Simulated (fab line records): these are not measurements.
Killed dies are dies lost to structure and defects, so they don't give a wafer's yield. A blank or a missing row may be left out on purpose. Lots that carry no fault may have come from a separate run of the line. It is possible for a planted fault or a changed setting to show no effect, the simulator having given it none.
Struck lot and sound lot, side by side + flow n5Finfet + 38 out of 1938 route steps
Sound: the wafers L479.1, L479.4, L479.6. Struck: wafer L488.6 (left out: L488.1, L488.5 of the same lot, which were not struck); the cause appears at the end.
Order at every step that has rows: each side's tool, ch and its chambers, its first start. Under that, the readings that differ: sound wafers + struck wafers + difference of the means + sigmas: that difference in standard deviations of wafers without a fault.
alike: words and numbers the same on both sides, and readings whose means are apart by under 2 such deviations; not compared: readings that were withheld, readings missing a value for some wafer, numbers with overlapping values and no deviation given by the record, and bounds like >300 which may hide the same value.
The two part at a step that has a row with sigmas, a row that says differs or no value, or rows on one side only. Numbers that have no deviation but don't overlap get no sigmas and don't part them. Lack of a reading on every wafer of one side parts them only where that side has two or more wafers.

first, 9 steps without rows for these wafers: N5_BEOL_M2_ANNEAL_95 (time 240 s); N5_BEOL_M2_SPUTTER_96 (material Cu, target thk 4.5 nm, time 8.29 s); N5_BEOL_M2_ECD_50 (material Cu, target thk 300 nm); N5_BEOL_M2_ANNEAL_51 (time 90 s); N5_BEOL_M2_CMP_52 (polishes, stops on SiOC, t overpolish 6.8 s, target thk 40 nm); N5_BEOL_M2_PRE_CLEAN_60 (time 15 s); N5_BEOL_M2_CO_CAP_55 (material Co, precursor CCTBA/H2, target thk 2 nm, time 102.1 s); N5_BEOL_M2_PRE_CLEAN_56 (time 15 s); N5_BEOL_M2_DEP_57 (deposits SiCN from 3MS/NH3, target thk 8 nm, time 14 s).
N5_BEOL_M3_ILD_DEP_00: deposits SiOC from DEMS/O2, target thk 79 nm, time 15.3 s.
  sound on pecvd-04 ch 1,2, day 7 21:55; struck on pecvd-04 ch 2, day 10 12:55
| reading                                     | sound        | struck | difference | sigmas |
|---------------------------------------------|--------------|--------|------------|--------|
| model.SiOC_of_BEOL_M3_ILD_DEP_00.thkNm (nm) | 77.4 79.2 79 | 116.8  | +38.3      |        |
  alike: heaterPowerW, showerheadPlenumPTorr, throttleValvePct
N5_BEOL_M3_THK_MEAS_01:
  sound on filmMetro-01 at day 7 21:58; struck on filmMetro-01 at day 10 12:59
| reading         | sound          | struck | difference | sigmas |
|-----------------|----------------|--------|------------|--------|
| M3_ILD_THK (nm) | 77.3 79.1 79.0 | 116.8  | +38.3      | +42    |
then, 24 steps without rows for these wafers: N5_BEOL_M3_PECVD_72 (deposits SiO2 from TEOS/O2, target thk 16 nm, time 18 s); N5_BEOL_M3_HM_DEP_02 (deposits TiN, target thk 20 nm); N5_BEOL_M3_COAT_61 (time 60 s, resist thk 60 nm); N5_BEOL_M3_COAT_62 (time 60 s, resist thk 12 nm); N5_BEOL_M3_COAT_73 (time 60 s, resist thk 5 nm); N5_BEOL_M3_COAT_05 (resist thk 30 nm); N5_BEOL_M3_EBR_07; N5_BEOL_M3_SOFTBAKE_06 (time 60 s); N5_BEOL_M3_EXPOSE_08 (exposes mask M3); N5_BEOL_M3_PEB_09 (peb time 60 s); N5_BEOL_M3_DEVELOP_10 (develop time 30 s); N5_BEOL_M3_DESCUM_16 (chemistry O2, time 7 s); N5_BEOL_M3_ETCH_74 (etches underlayer in N2/H2, target depth 6.5 nm, time 5.2 s); N5_BEOL_M3_ETCH_63 (etches SiARC in CF4, target depth 15.6 nm, time 26 s); N5_BEOL_M3_ETCH_64 (etches SOC in N2/H2, target depth 75 nm, overetch 15 nm, time 112.5 s); N5_BEOL_M3_STRIP_65 (strips in N2/H2); N5_BEOL_M3_STRIP_75 (strips in N2/H2); N5_BEOL_M3_STRIP_66 (strips in CF4); N5_BEOL_M3_HM_OPEN_17 (chemistry Cl2/BCl3, target TiN, target depth 20 nm, overetch 6 nm); N5_BEOL_M3_STRIP_19 (strips in O2); N5_BEOL_M3_COAT_67 (time 60 s, resist thk 60 nm); N5_BEOL_M3_COAT_68 (time 60 s, resist thk 12 nm); N5_BEOL_M3_COAT_76 (time 60 s, resist thk 5 nm); N5_BEOL_M3_COAT_22 (resist thk 30 nm).
N5_BEOL_M3_CMP_52: polishes, stops on SiOC, t overpolish 6.8 s, target thk 40 nm.
  sound on cmp-04 ch 0,3, day 8 07:58; struck on cmp-04 ch 1, day 11 02:11
| reading                                     | sound          | struck | difference | sigmas |
|---------------------------------------------|----------------|--------|------------|--------|
| model.SiOC_of_BEOL_M3_ILD_DEP_00.thkNm (nm) | 74.4 76.2 76   | 113.8  | +38.3      |        |
| model.Cu_of_BEOL_M3_ECD_50.thkNm (nm)       | 38.6 41.2 40.2 | 78     | +38        |        |
  alike: clearingPlatenDownForcePsi, clearingPlatenRpm, motorCurrentA
N5_BEOL_M4_RC_MEAS_101:
  the record has rows for the sound wafers here (prober-01 ch 0, day 9 03:13) and none for the struck ones
-- a jump in the record: the struck wafers' starts before and after are 5 days apart (it breaks off in module BEOL_M4 and resumes in module PASSIVATION, where the first step shown is number 1936 of the route) --
N5_PASSIVATION_PROBE_49:
  record: rows for the struck wafers here (prober-02, day 16 03:55), none for the sound ones

## WHERE THEY PART
Last at N5_PASSIVATION_PROBE_49 as far as this record goes, first at N5_BEOL_M3_THK_MEAS_01.

WHY: whatever the simulator had introduced
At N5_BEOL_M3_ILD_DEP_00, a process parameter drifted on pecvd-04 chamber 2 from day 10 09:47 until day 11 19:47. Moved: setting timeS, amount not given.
